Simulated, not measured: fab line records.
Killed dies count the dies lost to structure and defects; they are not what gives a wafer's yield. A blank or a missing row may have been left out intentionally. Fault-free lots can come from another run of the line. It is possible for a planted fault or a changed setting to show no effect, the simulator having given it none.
fab line records -- flow nand_harc
record lots=12, wafers=36, last_day=33
route steps=1302 shown A_CONTACT@1084 THIN_TSV@1245 END@1302
lots that met no fault: from a run of the same line without faults
start_h: hours from the record's opening day to when the first of the lot's shown wafers began -- wait_h: hours since the lot's step before -- " as in the row above -- L1.1+2: one row covering several wafers at once -- - no value, or no start given -- * or withheld: withheld -- < > ~ a bound
route shown NAME@n: names a module that has steps shown in the file, with the first one's number in the route -- usual: mean/standard deviation taken from wafers without a fault -- same: alike in all rows -- chamber/n: place in a boat -- sites: each site's reading -- _std_site: their standard deviation -- _edge_site: the outer-site mean with the inner-site mean subtracted -- radius_mm: for every site, how far away it sits from the centre of the wafer -- mask NAME#n: copy n -- behind: the most recent tool/chamber to have shaped the wafer -- hold: why the lot went on hold/how many hours it stayed there/how the hold came to an end -- device: whichever transistor did not switch (one of n, p or np) -- end of line: at the end of the route, the tests of the same wafers -- a step with no rows: only its recipe -- killed: dies that structure and defects cost at the first sort, which is not the same as the wafer's yield -- map: the dies of a wafer, with x for killed, . for not killed, _ for no die there
set.NAME: the setting as run; set.NAME@STEP: as run at that earlier step -- model.NAME: the simulator's own value behind a step, which no gauge read
a sample of lots followed through the steps of the route, with each step as a table and each wafer as a row
services: a tool's chamber out of use, with start hour (start_h, from the record's first day; less than 0 if before it), hours out, and reason
## steps
# step NHARC_A_CONTACT_ETCH_30
# recipe target_depth_a=726, time_s=36.3, cf4_flow_sccm=100, chf3_flow_sccm=30, ar_flow_sccm=0, rf_w=500, bias_w=200, chemistry=CF4/CHF3
# usual drypump_motor_current_A=5.71/0.15, oes_product_au=0.941/0.023, rf_vpp_V=369.1/2.5, showerhead_plenum_p_Torr=1.53/0.068, throttle_valve_pct=16.802/0.0093
lot.wafer,tool,chamber,start_h,wait_h,drypump_motor_current_A,oes_product_au,rf_hours_counter_h,rf_vpp_V,showerhead_plenum_p_Torr,throttle_valve_pct
L833.4,rie_diel-10,2,520.12,-,5.88,0.944,16,366.3,1.47,16.809
L833.6,rie_diel-10,0,520.12,-,5.61,0.985,-,368.5,1.49,16.794
L833.5,rie_diel-10,1,520.12,-,5.64,0.944,-,371.4,1.62,16.824
L835.1,rie_diel-10,3,538.75,-,5.81,0.949,19,369.4,1.50,16.816
L835.2,rie_diel-10,0,538.75,-,5.62,0.940,17,367.4,1.49,16.781
L835.6,rie_diel-10,0,538.75,-,5.56,0.944,-,368.0,1.49,16.800
L834.4,rie_diel-10,0,540.18,-,5.63,0.933,18,367.9,1.49,16.807
L834.3,rie_diel-10,2,540.18,-,5.86,0.942,20,367.3,1.46,16.798
L834.6,rie_diel-10,0,540.18,-,5.65,0.939,-,367.2,1.49,16.796
L836.3,rie_diel-10,2,540.92,-,5.86,0.938,20,367.6,1.46,16.820
L836.6,rie_diel-10,0,540.92,-,5.61,0.965,-,366.3,1.49,16.781
L836.5,rie_diel-10,1,540.92,-,5.56,0.943,-,372.4,1.62,16.791
L838.4,rie_diel-10,0,553.71,-,5.59,0.941,22,367.5,1.49,16.815
L838.2,rie_diel-10,2,553.71,-,5.89,0.937,23,366.9,1.46,16.812
L838.5,rie_diel-10,0,553.71,-,5.63,0.935,-,368.2,1.49,16.820
L840.1,rie_diel-10,1,587.67,-,5.59,0.996,26,374.1,1.62,16.805
L840.3,rie_diel-10,2,587.67,-,5.90,0.964,27,366.7,1.46,16.800
L840.5,rie_diel-10,1,587.67,-,5.61,0.988,-,372.1,1.62,16.816
L844.2,rie_diel-10,2,609.55,-,5.89,0.967,0,367.3,1.46,16.807
L844.6,rie_diel-10,0,609.55,-,5.57,0.954,-,367.5,1.49,16.800
L844.5,rie_diel-10,1,609.55,-,5.63,0.977,-,371.6,1.62,16.787
L843.4,rie_diel-10,1,612.07,-,5.61,0.946,1,372.9,1.62,16.820
L843.2,rie_diel-10,2,612.07,-,5.86,0.965,1,367.5,1.46,16.802
L843.6,rie_diel-10,2,612.07,-,5.85,0.965,-,367.2,1.46,16.811
L842.3,rie_diel-10,1,623.46,-,5.64,0.955,2,371.7,1.62,16.796
L842.4,rie_diel-10,0,623.46,-,5.58,0.974,3,367.2,1.49,16.803
L842.6,rie_diel-10,1,623.46,-,5.64,0.956,-,374.5,1.62,16.797
L849.4,rie_diel-10,0,663.79,-,5.61,0.915,12,367.8,1.49,16.807
L849.3,rie_diel-10,1,663.79,-,5.60,0.917,12,372.6,1.61,16.813
L849.6,rie_diel-10,0,663.79,-,5.59,0.920,-,366.6,1.49,16.799
L848.3,rie_diel-10,2,669.81,-,5.86,0.904,13,367.7,1.46,16.791
L848.1,rie_diel-10,0,669.81,-,5.64,0.921,13,367.7,1.48,16.806
L848.5,rie_diel-10,2,669.81,-,5.88,0.923,-,366.3,1.46,16.795
L855.2,rie_diel-10,3,735.83,-,5.80,0.931,25,367.5,1.49,16.808
L855.5,rie_diel-10,3,735.83,-,5.84,0.926,-,366.5,1.49,16.821
L855.6,rie_diel-10,0,735.83,-,5.64,0.912,-,368.2,1.48,16.797
# step NHARC_THIN_TSV_CMP_01
# recipe target_thk_um=3
# usual motor_current_A=12.4/1.3
lot.wafer,tool,chamber,start_h,wait_h,motor_current_A
L833.4,cmp-02,3,553.40,0.5,10.4
L833.5,cmp-02,0,553.40,0.5,11.9
L833.6,cmp-02,1,553.40,0.5,13.3
L834.4,cmp-02,2,570.80,0.5,13.6
L834.3,cmp-02,0,570.80,0.5,11.8
L834.6,cmp-02,2,570.80,0.5,14.1
L835.1,cmp-03,1,572.01,1.1,11.4
L835.2,cmp-03,3,572.01,1.1,12.2
L835.6,cmp-03,0,572.01,1.1,11.3
L836.3,cmp-03,2,573.22,0.7,14.6
L836.6,cmp-03,1,573.22,0.7,12.1
L836.5,cmp-03,2,573.22,0.7,14.6
L838.2,cmp-03,0,587.67,0.8,11.1
L838.4,cmp-03,2,587.67,0.8,14.0
L838.5,cmp-03,1,587.67,0.8,11.7
L840.3,cmp-03,3,618.44,0.7,12.4
L840.1,cmp-03,0,618.44,0.7,10.8
L840.5,cmp-03,2,618.44,0.7,14.7
L844.2,cmp-02,1,643.34,0.8,13.0
L844.5,cmp-02,1,643.34,0.8,12.7
L844.6,cmp-02,2,643.34,0.8,13.4
L843.2,cmp-03,0,644.54,0.8,11.2
L843.4,cmp-03,1,644.54,0.8,11.7
L843.6,cmp-03,1,644.54,0.8,11.1
L842.3,cmp-02,0,656.79,0.6,11.6
L842.4,cmp-02,1,656.79,0.6,13.0
L842.6,cmp-02,1,656.79,0.6,13.0
L849.3,cmp-03,1,698.92,0.6,11.5
L849.4,cmp-03,3,698.92,0.6,12.3
L849.6,cmp-03,1,698.92,0.6,11.4
L848.1,cmp-03,0,702.97,1.0,11.3
L848.3,cmp-03,1,702.97,1.0,11.3
L848.5,cmp-03,0,702.97,1.0,11.6
L855.2,cmp-02,2,773.09,0.9,14.5
L855.6,cmp-02,0,773.09,0.9,11.6
L855.5,cmp-02,1,773.09,0.9,13.7
# step NHARC_THIN_TSV_STRIP_62
# recipe power_w=1500, temp_c=250, time_s=20, chemistry=N2/H2
# usual drypump_motor_current_A=5.7/0.36, heater_power_w=348/10
lot.wafer,tool,chamber,start_h,wait_h,drypump_motor_current_A,heater_power_w,rf_hours_counter_h
L833.4,plasma_asher-01,0,557.35,-,5.0,350,-
L833.6,plasma_asher-01,0,557.35,-,5.0,363,-
L833.5,plasma_asher-01,1,557.35,-,5.5,328,-
L834.4,plasma_asher-01,1,574.78,-,5.5,341,-
L834.3,plasma_asher-01,0,574.78,-,5.0,368,-
L834.6,plasma_asher-01,1,574.78,-,5.5,335,-
L835.1,plasma_asher-02,0,575.78,-,5.8,331,28
L835.2,plasma_asher-02,1,575.78,-,6.1,364,28
L835.6,plasma_asher-02,1,575.78,-,6.1,351,-
L836.3,plasma_asher-01,0,577.09,-,5.0,359,-
L836.5,plasma_asher-01,1,577.09,-,5.5,345,-
L836.6,plasma_asher-01,0,577.09,-,5.0,352,-
L838.2,plasma_asher-02,1,591.69,-,6.1,352,34
L838.4,plasma_asher-02,1,591.69,-,6.0,349,-
L838.5,plasma_asher-02,0,591.69,-,5.8,326,-
L840.1,plasma_asher-01,1,622.34,-,5.5,334,18
L840.3,plasma_asher-01,1,622.34,-,5.5,335,-
L840.5,plasma_asher-01,1,622.34,-,5.5,332,-
L844.2,plasma_asher-02,1,647.40,-,6.1,356,7
L844.6,plasma_asher-02,1,647.40,-,6.1,349,-
L844.5,plasma_asher-02,0,647.40,-,5.8,353,-
L843.2,plasma_asher-01,0,648.45,-,5.0,354,24
L843.4,plasma_asher-01,1,648.45,-,5.5,337,-
L843.6,plasma_asher-01,0,648.45,-,5.0,359,-
L842.4,plasma_asher-02,1,660.62,-,6.0,349,-
L842.3,plasma_asher-02,0,660.62,-,5.8,353,-
L842.6,plasma_asher-02,1,660.62,-,6.0,352,-
L849.4,plasma_asher-02,1,702.73,-,6.1,359,-
L849.3,plasma_asher-02,0,702.73,-,5.8,346,-
L849.6,plasma_asher-02,0,702.73,-,5.8,349,-
L848.1,plasma_asher-01,0,706.90,-,5.0,359,0
L848.3,plasma_asher-01,1,706.90,-,5.5,341,-
L848.5,plasma_asher-01,1,706.90,-,5.5,339,-
L855.2,plasma_asher-02,1,776.82,-,6.1,355,34
L855.5,plasma_asher-02,1,776.82,-,6.1,353,-
L855.6,plasma_asher-02,0,776.82,-,5.8,342,-
# step NHARC_THIN_TSV_DESCUM_35
# recipe time_s=3, o2_flow_sccm=200, ar_flow_sccm=0, bias_power_w=0, chemistry=O2
# usual drypump_motor_current_A=5.3/0.44, oes_product_au=0.995/0.008, rf_vpp_V=57.5/0.85, showerhead_plenum_p_Torr=1.88/0.077, throttle_valve_pct=11.311/0.009
lot.wafer,tool,chamber,start_h,wait_h,drypump_motor_current_A,oes_product_au,rf_hours_counter_h,rf_vpp_V,showerhead_plenum_p_Torr,throttle_valve_pct
L833.4,rie_diel-08,3,560.68,-,5.2,0.993,0.5,57.7,1.79,11.307
L833.6,rie_diel-08,0,560.68,-,5.0,0.983,-,57.7,1.82,11.303
L833.5,rie_diel-08,1,560.68,-,5.0,0.998,-,58.1,2.06,11.304
L834.4,rie_diel-13,0,578.09,-,5.8,0.992,2.9,57.9,1.83,11.302
L834.3,rie_diel-13,3,578.09,-,5.1,0.989,2.7,58.3,1.89,11.299
L834.6,rie_diel-13,0,578.09,-,5.7,0.993,-,56.1,1.83,11.315
L835.1,rie_diel-13,0,579.16,-,5.8,1.007,2.9,57.4,1.83,11.294
L835.2,rie_diel-13,1,579.16,-,5.0,0.993,3.7,57.1,1.87,11.313
L835.6,rie_diel-13,0,579.16,-,5.8,0.996,-,57.6,1.83,11.294
L836.3,rie_diel-09,1,580.54,-,5.8,1.000,3.1,59.8,2.02,11.311
L836.5,rie_diel-09,3,580.54,-,5.1,0.992,-,57.4,1.82,11.304
L836.6,rie_diel-09,1,580.54,-,5.8,1.001,-,56.9,2.02,11.318
L838.2,rie_diel-09,1,595.15,-,5.8,0.993,4.1,57.6,2.02,11.308
L838.4,rie_diel-09,3,595.15,-,5.1,0.989,3.8,58.6,1.82,11.321
L838.5,rie_diel-09,2,595.15,-,4.8,0.992,-,57.3,1.89,11.312
L840.1,rie_diel-08,3,625.80,-,5.2,0.983,3.7,57.4,1.79,11.313
L840.3,rie_diel-08,1,625.80,-,5.0,0.992,4.0,57.4,2.06,11.309
L840.5,rie_diel-08,2,625.80,-,4.8,0.991,-,56.7,1.94,11.315
L844.2,rie_diel-08,2,650.88,-,4.8,0.983,5.4,57.1,1.94,11.320
L844.5,rie_diel-08,2,650.88,-,4.8,0.995,-,59.0,1.94,11.306
L844.6,rie_diel-08,3,650.88,-,5.2,0.997,-,57.0,1.79,11.317
L843.4,rie_diel-09,0,651.93,-,5.8,0.994,7.5,57.9,1.85,11.298
L843.2,rie_diel-09,2,651.93,-,4.8,0.989,7.1,58.0,1.89,11.308
L843.6,rie_diel-09,1,651.93,-,5.8,1.010,-,57.8,2.02,11.310
L842.4,rie_diel-13,3,663.94,-,5.1,0.989,8.3,59.7,1.89,11.312
L842.3,rie_diel-13,1,663.94,-,5.0,0.989,9.5,56.9,1.87,11.305
L842.6,rie_diel-13,0,663.94,-,5.7,1.008,-,57.4,1.83,11.321
L849.4,rie_diel-08,3,706.24,-,5.2,0.997,7.7,57.5,1.79,11.312
L849.3,rie_diel-08,1,706.24,-,5.0,0.996,8.0,57.6,2.06,11.327
L849.6,rie_diel-08,3,706.24,-,5.2,0.991,-,57.9,1.79,11.315
L848.3,rie_diel-13,0,710.24,-,5.7,0.996,0.4,55.5,1.82,11.311
L848.1,rie_diel-13,2,710.24,-,6.1,0.993,0.2,58.6,1.80,11.320
L848.5,rie_diel-13,3,710.24,-,5.1,1.001,-,56.9,1.89,11.314
L855.2,rie_diel-13,3,780.65,-,5.1,1.000,4.1,55.0,1.88,11.308
L855.5,rie_diel-13,0,780.65,-,5.8,1.007,-,59.4,1.82,11.301
L855.6,rie_diel-13,1,780.65,-,5.0,1.016,-,56.9,1.87,11.328
# step NHARC_END_SORT_01
# recipe temp_c=25
# usual killed_at_array=54/21, killed_at_other=1.0/1.2, killed_at_periphery=3.6/2.6, killed_dies=58/20, killed_open=3.3/1.9, killed_short=2.6/1.5
# same gross_dies=677
lot.wafer,tool,chamber,start_h,wait_h,killed_at_array,killed_at_other,killed_at_periphery,killed_dies,killed_open,killed_short
L849.3,prober-02,0,715.83,3.1,110,0,8,118,4,2
L849.4,prober-02,0,716.63,3.4,140,0,10,150,3,1
L849.6,prober-02,0,718.21,4.0,138,1,11,150,6,0
L848.1,prober-02,0,722.01,2.5,121,3,1,125,2,2
L848.3,prober-02,0,723.63,3.1,98,3,4,105,1,2
L848.5,prober-02,0,725.25,3.7,112,5,0,117,3,2
# killed by level:class
L849.3 A_CONTACT:unspecified=45 A_CHANNEL_HOLE_D1:chamber_film_flake=41 A_CHANNEL_HOLE_D2:chamber_film_flake=5 A_SLIT:chamber_film_flake=5 P_STI:chamber_film_flake=3 A_CONTACT:chamber_film_flake=3 P_CONTACT:chamber_film_flake=2 A_STAIRCASE:chamber_film_flake=2
L849.4 A_CONTACT:unspecified=74 A_CHANNEL_HOLE_D1:chamber_film_flake=28 A_CHANNEL_HOLE_D2:chamber_film_flake=18 A_CONTACT:chamber_film_flake=11 P_STI:chamber_film_flake=5 A_BLC:chamber_film_flake=3 P_CONTACT:chamber_film_flake=2 P_CONTACT:geometric_particle:open=1
L849.6 A_CONTACT:unspecified=70 A_CHANNEL_HOLE_D1:chamber_film_flake=38 A_CHANNEL_HOLE_D2:chamber_film_flake=15 A_CONTACT:chamber_film_flake=11 P_CONTACT:geometric_particle:open=2 P_M0:geometric_particle:open=2 P_STI:chamber_film_flake=2 P_CONTACT:chamber_film_flake=2
L848.1 A_CONTACT:unspecified=67 A_CHANNEL_HOLE_D2:chamber_film_flake=22 A_SLIT:chamber_film_flake=18 A_WL_FILL:chamber_film_flake=4 A_BLC:chamber_film_flake=3 THIN_TSV:chamber_film_flake=3 A_CHANNEL_FILL_D1:geometric_particle:open=2 A_WL_FILL:geometric_particle:short=1
L848.3 A_CONTACT:unspecified=70 A_SLIT:chamber_film_flake=10 A_CHANNEL_HOLE_D2:chamber_film_flake=10 A_CHANNEL_HOLE_D1:chamber_film_flake=3 P_GATE:chamber_film_flake=2 A_CONTACT:chamber_film_flake=2 THIN_TSV:chamber_film_flake=2 P_CONTACT:geometric_particle:short=1
L848.5 A_CONTACT:unspecified=77 A_SLIT:chamber_film_flake=17 A_CONTACT:chamber_film_flake=7 A_CHANNEL_HOLE_D2:chamber_film_flake=5 THIN_TSV:chamber_film_flake=4 A_CHANNEL_HOLE_D1:geometric_particle:open=1 A_CHANNEL_FILL_D1:geometric_particle:short=1 A_DECK1_JOINT:geometric_particle:short=1
## services
tool,chamber,start_h,hours,kind
cmp-02,-,518.80,2.3,repair
rie_diel-13,-,519.00,9.0,pm
plasma_asher-01,-,519.04,9.0,pm
cmp-02,-,526.63,4.0,pm
rie_diel-10,-,542.03,2.6,repair
plasma_asher-02,-,544.65,2.8,repair
cmp-03,-,554.10,4.0,pm
rie_diel-13,2,578.29,4.9,repair
rie_diel-10,-,596.96,9.0,pm
plasma_asher-02,-,603.00,9.0,pm
cmp-02,-,624.74,4.0,pm
plasma_asher-01,-,629.10,0.8,repair
rie_diel-13,0,629.70,9.9,repair
cmp-03,-,652.10,4.0,pm
plasma_asher-01,-,696.53,9.0,pm
rie_diel-10,3,702.51,7.9,repair
rie_diel-10,0,709.55,4.3,repair
plasma_asher-02,-,717.39,0.3,repair
cmp-03,-,740.48,2.3,repair
rie_diel-10,1,741.86,3.3,repair
cmp-03,-,750.10,4.0,pm
rie_diel-10,2,758.62,4.4,repair
rie_diel-10,-,773.96,9.0,pm
plasma_asher-02,-,780.15,9.0,pm
## key
first_sign step=NHARC_END_SORT_01, reading=killed_dies, direction=up, sigmas=3.4, usual=58, struck=128, wafers_moved=5
effect step=NHARC_END_SORT_01, reading=killed_at_array, direction=up, sigmas=3.2, usual=54, struck=120, wafers_moved=5
more_kills_born_at NHARC_A_CONTACT_ETCH_30@rie_diel-10=403
met_at NHARC_A_CONTACT_ETCH_30
struck_lots L848,L849
tester_left_out L848,L849
not_acting_at NHARC_THIN_TSV_CMP_01,NHARC_THIN_TSV_STRIP_62,NHARC_THIN_TSV_DESCUM_35
onset_between 623.46 663.79
fault kind=chamber_particle_source, tool=rie_diel-10, chamber=-, onset_h=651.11, steps=NHARC_A_CONTACT_ETCH_30, rate_per_visit_cm2=1.4793, end_h=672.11
# tester_left_out: of these lots the tester's yield and bins aren't shown, on N5 and GAA mostly nor the transistor test; their killed dies are dies lost to structure and defects alone, not to doping, threshold or leakage, so they don't give the yield
